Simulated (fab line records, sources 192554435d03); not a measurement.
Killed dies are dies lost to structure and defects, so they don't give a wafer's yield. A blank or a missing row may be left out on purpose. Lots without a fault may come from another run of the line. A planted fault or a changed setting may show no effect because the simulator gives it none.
fab line records | flow n5_finfet
record lots=10 wafers=29 last_day=17
route steps=1938 shown BEOL_M4@1111 BEOL_M6@1249 BEOL_M7@1263 PASSIVATION@1936
lots that met no fault: from a run of the same line without faults
start_h: hours from the record's first day to the start of the lot's first wafer shown | wait_h: hours since the lot's step before | " the same as in the row above | L1.1+2: a row that stands for several wafers | - no value, or no start given | * or withheld: withheld | < > ~ a bound
route shown NAME@n: a module of which the file shows steps, and the number in the route of the first | usual: mean/standard deviation of fault-free wafers | same: alike in all rows | chamber/n: place in a boat | sites: the reading at each site | _std_site: their standard deviation | _edge_site: outer sites' mean less inner sites' | radius_mm: how far each site lies from the wafer's centre | mask NAME#n: copy n | behind: the tool/chamber that last shaped the wafer | hold: why the lot was held/for how many hours/how that ended | device: the transistor (n, p or np) that didn't switch | end of line: the same wafers' tests at the end of the route | a step without rows: its recipe alone | killed: dies lost to structure and defects at the first sort, not the wafer's yield | map: a wafer's dies, x killed, . not, _ none there
set.NAME: the setting as run; set.NAME@STEP: as run at that earlier step | model.NAME: the simulator's own value behind a step, which no gauge read
steps of the route over a sample of lots; a table a step, a row a wafer
services: from which hour (start_h, from the record's first day; less than 0 if before it) a tool's chamber was out of use, for how many hours, and why
## steps
# step N5_BEOL_M4_RC_MEAS_101
# usual DIBL_N=37.1/1.9 DIBL_P=37.2/2.3 IOFF_N=0.18/0.04 IOFF_P=0.23/0.044 ION_N=682/11 ION_P=468/8.6 SS_N=71.9/0.68 SS_P=73.5/0.74 VT_N=248/3.4 VT_P=-248/3.4
# columns lot.wafer tool chamber start_h wait_h DIBL_N[mV/V] DIBL_P[mV/V] IOFF_N[nA/um] IOFF_P[nA/um] ION_N[uA/um] ION_P[uA/um] SS_N[mV/dec] SS_P[mV/dec] VT_N[mV] VT_P[mV]
L193.2 prober-02 0 187.97 0.2 38.1 37.6 0.21 0.31 687 479 72.3 74.1 246 -240
L193.3 " 0 " " 35.6 34.7 0.15 0.24 673 473 71.4 73.8 248 -245
L193.6 " 0 " " 35.8 34.2 0.16 0.24 680 473 70.9 73.1 247 -246
L192.1 prober-02 0 191.06 0.2 33.6 34.6 0.13 0.19 662 461 71.1 73.4 254 -249
L192.2 " 0 " " 35.1 36.4 0.16 0.22 683 468 71.5 74.3 251 -245
L192.3 " 0 " " 34.7 36.5 0.15 0.22 676 475 71.6 73.2 252 -249
L195.1 prober-01 0 192.99 0.0 40.9 38.9 0.24 0.29 696 474 72.2 73.9 242 -246
L195.4 " 0 " " 38.7 35.7 0.19 0.22 677 460 71.5 72.8 246 -248
L195.6 " 0 " " 39.4 37.6 0.19 0.25 678 463 71.9 73.9 248 -248
L197.2 prober-02 0 198.42 0.2 32.9 33.4 0.11 0.16 660 455 70.7 72.0 254 -254
L197.3 " 0 " " 35.6 35.8 0.16 0.19 679 461 71.8 72.5 248 -252
L197.4 " 0 " " 34.9 34.8 0.15 0.17 670 460 72.0 72.5 249 -254
L205.1 prober-02 0 256.00 0.0 34.2 33.6 0.12 0.17 650 453 71.5 72.0 253 -255
L205.3 " 0 " " 38.1 38.7 0.18 0.23 687 467 71.6 73.6 251 -249
L205.5 " 0 " " 39.3 41.4 0.20 0.28 679 460 72.3 74.5 250 -245
L206.3 prober-01 0 261.19 0.3 40.2 42.0 0.26 0.30 697 471 73.5 74.6 244 -245
L206.4 " 0 " " 37.6 39.5 0.20 0.26 687 465 72.0 74.1 246 -248
L206.6 " 0 " " 39.0 39.6 0.22 0.25 681 455 72.6 74.0 246 -247
L207.1 prober-02 0 265.64 0.0 38.1 37.8 0.16 0.21 685 469 71.9 73.6 250 -252
L207.3 " 0 " " 37.3 37.4 0.18 0.22 687 471 72.5 73.9 247 -251
L207.5 " 0 " " 37.4 37.3 0.16 0.21 676 470 72.7 72.8 251 -251
L212.1 prober-01 0 294.81 0.0 36.3 37.3 0.19 0.26 689 471 72.2 73.4 246 -245
L212.5 " 0 " " 32.8 33.6 0.13 0.20 652 457 71.2 71.7 253 -250
L211.2 prober-02 0 295.52 0.2 35.7 36.0 0.16 0.20 685 469 70.9 73.0 248 -250
L211.3 " 0 " " 40.3 39.2 0.23 0.24 684 461 72.7 74.4 245 -252
L211.5 " 0 " " 36.5 36.0 0.16 0.20 685 468 71.6 73.3 249 -253
L213.2 prober-02 0 297.97 0.2 36.4 36.7 0.17 0.21 672 459 71.2 73.0 248 -252
L213.3 " 0 " " 36.8 36.7 0.17 0.22 671 454 72.2 73.5 248 -250
L213.6 " 0 " " 37.0 37.2 0.18 0.23 675 460 71.9 73.8 247 -250
# step N5_BEOL_M6_DEGAS_44
# recipe ambient=vacuum temp_c=250 time_s=60
# usual heater_power_w=352/29 susceptor_temp_C=249.98/0.16
# columns lot.wafer tool chamber start_h wait_h heater_power_w susceptor_temp_C
L193.2 pvd_sputter-02 - 205.82 0.5 379 250.05
L193.3 " - " " 369 249.84
L193.6 " - " " 376 249.87
L195.1 pvd_sputter-02 - 212.00 0.4 347 250.12
L195.4 " - " " 377 250.32
L195.6 " - " " 330 250.38
L192.1 pvd_sputter-02 - 212.08 0.3 340 250.03
L192.2 " - " " 387 249.73
L192.3 " - " " 370 250.23
L197.2 pvd_sputter-03 - 218.77 0.2 365 249.85
L197.3 " - " " 318 249.78
L197.4 " - " " 332 249.94
L205.1 pvd_sputter-01 - 272.50 0.5 340 250.09
L205.3 " - " " 289 250.04
L205.5 " - " " 345 250.11
L206.3 pvd_sputter-02 - 280.58 0.2 373 249.87
L206.4 " - " " 376 250.08
L206.6 " - " " 345 249.95
L207.1 pvd_sputter-03 - 283.24 0.4 384 250.01
L207.3 " - " " 332 250.07
L207.5 " - " " 306 250.42
L211.2 pvd_sputter-02 - 313.10 0.7 369 249.84
L211.3 " - " " 346 249.74
L211.5 " - " " 352 249.68
L212.1 pvd_sputter-01 - 313.12 0.4 333 250.23
L212.5 " - " " 282 250.01
L213.2 pvd_sputter-01 - 318.26 0.9 384 250.02
L213.3 " - " " 279 250.12
L213.6 " - " " 382 249.77
# step N5_BEOL_M6_THK_MEAS_53
# recipe thk_meas_gauge=xrf reads=Cu_of_BEOL_M6_ECD_50
# usual M6_THK=80.9/2.1
# columns lot.wafer tool chamber start_h wait_h M6_THK[nm]
L193.2 film_metro-02 - 207.71 - 85.6
L193.3 " - " " 84.5
L193.6 " - " " 85.2
L195.1 film_metro-01 - 213.43 - 81.1
L195.4 " - " " 78.4
L195.6 " - " " 79.7
L192.1 film_metro-01 - 214.18 - 79.6
L192.2 " - " " 84.0
L192.3 " - " " 81.9
L197.2 film_metro-01 - 220.22 - 79.9
L197.3 " - " " 80.2
L197.4 " - " " 79.7
L205.1 film_metro-01 - 274.20 - 80.1
L205.3 " - " " 80.9
L205.5 " - " " 80.7
L206.3 film_metro-01 - 282.59 - 83.0
L206.4 " - " " 85.3
L206.6 " - " " 82.0
L207.1 film_metro-01 - 284.69 - 77.5
L207.3 " - " " 77.9
L207.5 " - " " 78.8
L211.2 film_metro-02 - 314.62 - 79.5
L211.3 " - " " 79.9
L211.5 " - " " 80.2
L212.1 film_metro-02 - 314.84 - 78.9
L212.5 " - " " 79.1
L213.2 film_metro-01 - 320.21 - 80.7
L213.3 " - " " 81.4
L213.6 " - " " 79.0
# step N5_BEOL_M7_ILD_DEP_00
# recipe material=SiCOH_lowk target_thk_a=1797.5 temp_c=300 precursor=DEMS/porogen pressure_torr=5 rf_w=500 time_s=33.4
# usual heater_power_w=301/47 showerhead_plenum_p_Torr=5.728/0.017 susceptor_temp_C=299.96/0.2 throttle_valve_pct=13.9/0.86
# columns lot.wafer tool chamber start_h wait_h heater_power_w showerhead_plenum_p_Torr susceptor_temp_C throttle_valve_pct
L193.2 pecvd-01 1 207.90 0.0 281 5.698 300.26 15.5
L193.3 " 0 " " 388 5.728 300.06 13.6
L193.6 " 1 " " 228 5.704 300.21 15.5
L195.1 pecvd-02 0 213.62 0.0 340 5.741 299.91 14.7
L195.4 " 0 " " 348 5.749 299.67 14.8
L195.6 " 1 " " 252 5.732 299.90 13.6
L192.1 pecvd-02 0 214.37 0.0 348 5.758 299.92 14.8
L192.2 " 1 " " 244 5.733 299.89 13.4
L192.3 " 2 " " 310 5.734 299.96 13.3
L197.2 pecvd-02 2 220.41 0.0 310 5.717 299.76 13.3
L197.3 " 1 " " 229 5.734 299.95 13.7
L197.4 " 0 " " 339 5.736 300.10 14.6
L205.1 pecvd-02 0 274.40 0.0 356 5.740 300.43 14.9
L205.3 " 1 " " 254 5.722 299.95 13.7
L205.5 " 1 " " 250 5.737 299.88 13.7
L206.3 pecvd-03 2 282.78 0.0 331 5.750 299.85 12.7
L206.4 " 1 " " 358 5.733 299.92 13.7
L206.6 " 2 " " 329 5.753 300.14 13.0
L207.1 pecvd-02 1 284.89 0.0 224 5.733 300.00 13.7
L207.3 " 0 " " 353 5.764 300.13 14.9
L207.5 " 0 " " 354 5.750 299.68 15.1
L211.2 pecvd-01 2 314.82 0.0 280 5.725 300.04 13.9
L211.3 " 1 " " 262 5.694 300.26 15.3
L211.5 " 2 " " 287 5.727 299.82 13.9
L212.1 pecvd-01 0 315.04 0.0 346 5.735 299.67 13.6
L212.5 " 2 " " 284 5.724 300.20 13.5
L213.2 pecvd-01 0 320.41 0.0 392 5.709 299.96 13.7
L213.3 " 2 " " 265 5.724 299.84 13.8
L213.6 " 0 " " 383 5.735 299.91 13.5
# step N5_BEOL_M7_PECVD_70
# recipe material=SiO2 target_thk_a=200 temp_c=400 precursor=TEOS/O2 pressure_torr=5.5 rf_w=450 teos_flow_sccm=53.8 gas=O2 flow_sccm=3000 time_s=22.7
# usual chamber_pressure_Torr=5.499/0.012 heater_power_outer_w=407/64 heater_power_w=709/81 showerhead_plenum_p_Torr=8.74/0.064 susceptor_temp_C=400.02/0.21 throttle_valve_pct=22.4/1.3
# columns lot.wafer tool chamber start_h wait_h chamber_pressure_Torr heater_power_outer_w heater_power_w showerhead_plenum_p_Torr susceptor_temp_C throttle_valve_pct
L193.2 pecvd-01 1 208.54 0.0 5.486 397 674 8.58 399.78 24.9
L193.3 " 1 " " 5.504 403 660 8.59 400.21 24.6
L193.6 " 1 " " 5.501 391 666 8.59 400.08 24.9
L195.1 pecvd-03 0 214.30 0.0 5.495 444 741 8.79 400.02 21.5
L195.4 " 1 " " 5.494 468 799 8.77 399.69 21.7
L195.6 " 2 " " 5.493 426 755 8.79 399.91 20.6
L192.1 pecvd-01 1 214.99 0.0 5.505 376 636 8.60 399.74 24.9
L192.2 " 0 " " 5.503 528 843 8.71 400.21 22.1
L192.3 " 1 " " 5.512 376 641 8.60 399.80 24.7
L197.2 pecvd-03 2 221.72 0.0 5.493 368 710 8.80 399.67 20.5
L197.3 " 0 " " 5.511 435 731 8.80 399.90 21.8
L197.4 " 2 " " 5.507 363 718 8.81 399.92 20.5
L205.1 pecvd-03 2 275.01 0.0 5.506 393 749 8.78 399.80 20.8
L205.3 " 1 " " 5.492 447 747 8.79 399.99 22.0
L205.5 " 2 " " 5.484 396 735 8.81 399.66 20.6
L206.3 pecvd-01 1 283.49 0.0 - - - - - -
L206.4 " 1 " " - - - - - -
L206.6 " 0 " " - - - - - -
L207.1 pecvd-03 2 285.51 0.0 - - - - - -
L207.3 " 0 " " - - - - - -
L207.5 " 2 " " - - - - - -
L211.2 pecvd-02 2 315.44 0.0 5.489 352 599 8.77 399.66 22.0
L211.3 " 1 " " 5.509 243 532 8.74 399.81 22.1
L211.5 " 0 " " 5.490 469 795 8.81 400.05 24.2
L212.1 pecvd-01 0 316.13 0.0 5.497 518 847 8.73 400.21 21.9
L212.5 " 1 " " 5.508 326 555 8.60 399.96 24.9
L213.2 pecvd-01 1 321.50 0.0 5.505 332 592 8.62 399.33 24.8
L213.3 " 2 " " 5.501 369 651 8.69 400.02 22.3
L213.6 " 1 " " 5.518 344 600 8.60 399.96 24.5
# step N5_PASSIVATION_PROBE_49
# usual defect_limited_yield=91.5/1.4 killed_at_M0_to_M3=32/9.7 killed_at_M4_up=14/5.3 killed_at_contacts=11/6 killed_at_front_end=39/14 killed_at_other=3.3/2.7 killed_dies=100/17 killed_on_rim=14/4 killed_open=66/13 killed_short=32/7.4 sort_bin_5_function=4.9/0.9 sort_bin_6_memory=3.2/0.72 sort_bin_8_speed=0.00/0.0071 sort_n_pass=1080/17 sort_yield_pct=91.5/1.4
# same gross_dies=1180 killed_at_back_side=0 sort_bin_4_leakage[%]=0
# columns lot.wafer tool chamber start_h wait_h defect_limited_yield[%] killed_at_M0_to_M3 killed_at_M4_up killed_at_contacts killed_at_front_end killed_at_other killed_dies killed_on_rim killed_open killed_short sort_bin_5_function[%] sort_bin_6_memory[%] sort_bin_8_speed[%] sort_n_pass sort_yield_pct[%]
L193.2 prober-02 - 283.76 0.4 92.5 28 12 13 25 11 89 6 62 25 4.7 2.7 0 1091 92.5
L193.3 prober-02 - 283.81 0.4 93.1 29 14 3 32 4 82 8 45 37 4.3 2.3 0 1098 93.1
L193.6 prober-02 - 283.96 0.6 91.9 25 17 6 36 11 95 15 57 33 5.1 2.3 0 1085 91.9
L195.1 prober-02 - 294.63 0.0 89.0 34 12 27 52 5 130 10 89 41 6.6 4.3 0 1050 89.0
L195.4 prober-02 - 294.78 0.2 92.2 35 9 5 38 5 92 13 54 38 5.1 2.6 0 1088 92.2
L195.6 prober-02 - 294.88 0.3 90.8 39 15 9 44 2 109 19 69 40 5.3 3.7 0 1071 90.8
L205.1 prober-02 - 355.56 0.0 91.6 29 14 17 34 5 99 10 70 28 5.6 2.7 0 1081 91.6
L205.3 prober-02 - 355.66 0.1 92.5 36 13 8 27 4 88 10 53 35 4.2 3.1 0 1092 92.5
L205.5 prober-02 - 355.76 0.2 91.1 39 10 12 35 9 105 13 68 37 4.8 3.2 0 1075 91.1
L207.1 prober-01 - 367.93 0.0 65.8 29 331 11 30 3 404 116 55 26 31.4 2.7 0 776 65.8
L207.3 prober-01 - 368.03 0.1 62.9 33 342 9 52 2 438 15 67 38 33.0 3.7 0 742 62.9
L207.5 prober-01 - 368.13 0.2 65.8 25 333 6 36 4 404 112 51 28 31.3 2.8 0 776 65.8
L206.3 prober-02 - 367.95 0.1 67.7 28 318 4 30 1 381 28 44 27 29.6 2.2 0 799 67.7
L206.4 prober-02 - 368.00 0.2 65.3 27 332 7 41 2 409 28 49 29 31.4 2.1 0 771 65.3
L206.6 prober-02 - 368.10 0.3 66.9 28 317 20 26 0 391 61 59 22 30.0 3.1 0 789 66.9
L212.1 prober-01 - 398.41 0.0 91.9 16 13 18 45 3 95 14 62 29 4.8 3.1 0 1085 91.9
L212.5 prober-01 - 398.61 0.2 87.4 51 22 8 63 5 149 18 96 52 6.9 5.1 0 1031 87.4
L213.2 prober-01 - 403.01 0.1 93.2 21 7 11 41 0 80 11 61 16 3.3 2.9 0 1100 93.2
L213.3 prober-01 - 403.06 0.1 92.9 15 11 7 46 5 84 14 50 34 4.7 1.9 0 1096 92.9
L213.6 prober-01 - 403.21 0.3 92.0 24 22 13 27 8 94 15 64 30 4.7 3.0 0 1086 92.0
# killed by level:class
L193.2 MOL_CONTACT_COAG:geometric_particle:open=12 BEOL_M0:geometric_particle:open=7 BEOL_M1:geometric_particle:open=7 FIN_SAQP:geometric_particle:open=5 BEOL_M0_SAQP:geometric_particle:open=4 BEOL_M4:geometric_particle:open=4 PAD_METAL:geometric_particle:short=3 STI_FIN_REVEAL:geometric_particle:open=3
L193.3 FIN_SAQP:geometric_particle:short=9 BEOL_M0_SAQP:geometric_particle:short=8 BEOL_M3:geometric_particle:open=7 BEOL_M3:geometric_particle:short=5 FIN_SAQP:geometric_particle:open=4 BEOL_M7:geometric_particle:open=4 ILD0:geometric_particle:open=3 MOL_CONTACT_COAG:geometric_particle:open=3
L193.6 STI_FIN_REVEAL:geometric_particle:open=6 BEOL_M2:geometric_particle:open=6 STARTING-WAFER:geometric_particle:short=6 FIN_SAQP:geometric_particle:open=5 FIN_SAQP:geometric_particle:short=5 HKMG_FIN:area_etch=5 MOL_CONTACT_COAG:geometric_particle:open=4 BEOL_M1:geometric_particle:open=4
L195.1 MOL_CONTACT_COAG:geometric_particle:open=25 FIN_SAQP:geometric_particle:short=15 FIN_SAQP:geometric_particle:open=15 BEOL_M2:geometric_particle:open=9 BEOL_M3:geometric_particle:open=8 BEOL_M0_SAQP:geometric_particle:open=8 BEOL_M4:geometric_particle:open=7 STI_FIN_REVEAL:geometric_particle:open=6
L195.4 STI_FIN_REVEAL:geometric_particle:open=12 BEOL_M0_SAQP:geometric_particle:open=10 FIN_SAQP:geometric_particle:short=9 BEOL_M2:geometric_particle:open=9 BEOL_M0_SAQP:geometric_particle:short=8 GATE_CUT:geometric_particle:short=7 MOL_CONTACT_COAG:geometric_particle:open=4 BEOL_M2:geometric_particle:short=4
L195.6 FIN_SAQP:geometric_particle:short=12 BEOL_M2:geometric_particle:open=12 BEOL_M0_SAQP:geometric_particle:short=10 STI_FIN_REVEAL:geometric_particle:open=9 MOL_CONTACT_COAG:geometric_particle:open=8 BEOL_M0_SAQP:geometric_particle:open=8 BEOL_M4:geometric_particle:open=7 BEOL_M1:geometric_particle:open=5
L205.1 MOL_CONTACT_COAG:geometric_particle:open=14 STI_FIN_REVEAL:geometric_particle:open=11 BEOL_M4:geometric_particle:open=11 BEOL_M0:geometric_particle:open=7 BEOL_M0_SAQP:geometric_particle:short=6 FIN_SAQP:geometric_particle:short=5 DUMMY_GATE:geometric_particle:short=4 BEOL_M0_SAQP:geometric_particle:open=4
L205.3 BEOL_M0_SAQP:geometric_particle:open=16 BEOL_M0_SAQP:geometric_particle:short=11 MOL_CONTACT_COAG:geometric_particle:open=7 FIN_SAQP:geometric_particle:open=5 FIN_SAQP:geometric_particle:short=5 STI_FIN_REVEAL:geometric_particle:open=5 BEOL_M4:geometric_particle:open=5 BEOL_M2:geometric_particle:open=4
L205.5 BEOL_M0_SAQP:geometric_particle:short=20 STI_FIN_REVEAL:geometric_particle:open=14 MOL_CONTACT_COAG:geometric_particle:open=12 BEOL_M0_SAQP:geometric_particle:open=7 FIN_SAQP:geometric_particle:open=5 BEOL_M3:geometric_particle:open=5 BEOL_M4:geometric_particle:open=5 BEOL_M2:geometric_particle:open=4
L207.1 BEOL_M7:area_pecvd=320 MOL_CONTACT_COAG:geometric_particle:open=9 BEOL_M2:geometric_particle:open=8 STI_FIN_REVEAL:geometric_particle:open=7 BEOL_M0_SAQP:geometric_particle:short=7 BEOL_M0_SAQP:geometric_particle:open=5 FIN_SAQP:geometric_particle:open=4 FIN_SAQP:geometric_particle:short=3
L206.3 BEOL_M7:area_pecvd=310 GATE_CUT:geometric_particle:short=6 BEOL_M3:geometric_particle:open=6 GATE_CUT:geometric_particle:open=5 STI_FIN_REVEAL:geometric_particle:open=5 BEOL_M0_SAQP:geometric_particle:short=5 FIN_SAQP:geometric_particle:short=4 FIN_SAQP:geometric_particle:open=3
L206.4 BEOL_M7:area_pecvd=323 FIN_SAQP:geometric_particle:open=8 FIN_SAQP:geometric_particle:short=8 BEOL_M0_SAQP:geometric_particle:open=8 HKMG_FIN:area_etch=8 GATE_CUT:geometric_particle:short=6 STARTING-WAFER:geometric_particle:open=5 MOL_CONTACT_COAG:geometric_particle:open=5
L207.3 BEOL_M7:area_pecvd=331 BEOL_M0_SAQP:geometric_particle:open=15 FIN_SAQP:geometric_particle:short=12 STI_FIN_REVEAL:geometric_particle:open=9 BEOL_M0_SAQP:geometric_particle:short=9 MOL_CONTACT_COAG:geometric_particle:open=8 STARTING-WAFER:geometric_particle:open=7 FIN_SAQP:geometric_particle:open=5
L206.6 BEOL_M7:area_pecvd=310 MOL_CONTACT_COAG:geometric_particle:open=18 BEOL_M2:geometric_particle:open=7 FIN_SAQP:geometric_particle:short=6 STI_FIN_REVEAL:geometric_particle:open=5 BEOL_M0_SAQP:geometric_particle:short=5 FIN_SAQP:geometric_particle:open=4 BEOL_M0:geometric_particle:open=4
L207.5 BEOL_M7:area_pecvd=324 STI_FIN_REVEAL:geometric_particle:open=10 FIN_SAQP:geometric_particle:short=7 BEOL_M2:geometric_particle:open=6 MOL_CONTACT_COAG:geometric_particle:open=5 BEOL_M0_SAQP:geometric_particle:short=4 BEOL_M0_SAQP:geometric_particle:open=4 STI_FIN_REVEAL:geometric_particle:short=3
L212.1 MOL_CONTACT_COAG:geometric_particle:open=13 FIN_SAQP:geometric_particle:open=8 STI_FIN_REVEAL:geometric_particle:open=7 BEOL_M3:geometric_particle:open=6 ILD0:geometric_particle:open=5 GATE_CUT:geometric_particle:short=5 MOL_CONTACT_COAG:geometric_particle:short=5 BEOL_M4:geometric_particle:open=5
L212.5 STI_FIN_REVEAL:geometric_particle:open=23 BEOL_M0_SAQP:geometric_particle:open=10 BEOL_M2:geometric_particle:open=10 BEOL_M0_SAQP:geometric_particle:short=8 BEOL_M3:geometric_particle:open=8 GATE_CUT:geometric_particle:short=7 MOL_CONTACT_COAG:geometric_particle:open=7 BEOL_M4:geometric_particle:open=7
L213.2 STI_FIN_REVEAL:geometric_particle:open=13 MOL_CONTACT_COAG:geometric_particle:open=8 FIN_SAQP:geometric_particle:open=7 BEOL_M0_SAQP:geometric_particle:open=7 STARTING-WAFER:geometric_particle:open=6 GATE_CUT:geometric_particle:short=4 BEOL_M0_SAQP:geometric_particle:short=4 BEOL_M3:geometric_particle:open=4
L213.3 STI_FIN_REVEAL:geometric_particle:open=10 GATE_CUT:geometric_particle:short=7 GATE_CUT:geometric_particle:open=6 MOL_CONTACT_COAG:geometric_particle:open=6 FIN_SAQP:geometric_particle:short=5 FIN_SAQP:geometric_particle:open=5 STI_FIN_REVEAL:geometric_particle:short=4 BEOL_M3:geometric_particle:open=4
L213.6 MOL_CONTACT_COAG:geometric_particle:open=11 STI_FIN_REVEAL:geometric_particle:open=8 BEOL_M0_SAQP:geometric_particle:open=7 BEOL_M4:geometric_particle:open=7 BEOL_M5:geometric_particle:open=5 GATE_CUT:geometric_particle:short=4 BEOL_M1:geometric_particle:open=4 PASS1_CAP:geometric_particle:short=4
## services
# columns tool chamber start_h hours kind
pecvd-01 2 202.38 - clean
pecvd-01 2 202.38 - consumable_replace:showerhead
pecvd-01 2 202.38 29.0 scheduled_down
pecvd-01 2 202.38 29.0 vent_cycle
pecvd-03 2 214.79 5.7 repair
pecvd-01 0 232.98 16.5 scheduled_down
pecvd-02 - 245.16 1.7 repair
pecvd-03 - 291.16 6.0 pm
pecvd-02 1 295.01 5.5 scheduled_down
pecvd-01 0 297.92 5.5 scheduled_down
pecvd-03 0 297.99 2.1 scheduled_down
## key
first_sign step=N5_BEOL_M7_PECVD_70 reading=tool_record direction=missing
effect step=N5_PASSIVATION_PROBE_49 reading=killed_at_M4_up direction=up sigmas=59 usual=14 struck=329
more_kills_born_at N5_BEOL_M7_PECVD_70@pecvd-03=974 N5_BEOL_M7_PECVD_70@pecvd-01=943
met_at N5_BEOL_M7_PECVD_70
struck_lots L206,L207
not_acting_at N5_BEOL_M6_DEGAS_44,N5_BEOL_M6_THK_MEAS_53,N5_BEOL_M7_ILD_DEP_00
onset_between 275.01 283.49
fault kind=skipped_step_whole tool=pecvd-01,pecvd-03 chamber=- onset_h=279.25 steps=N5_BEOL_M7_PECVD_70 scope=struck_lots_only
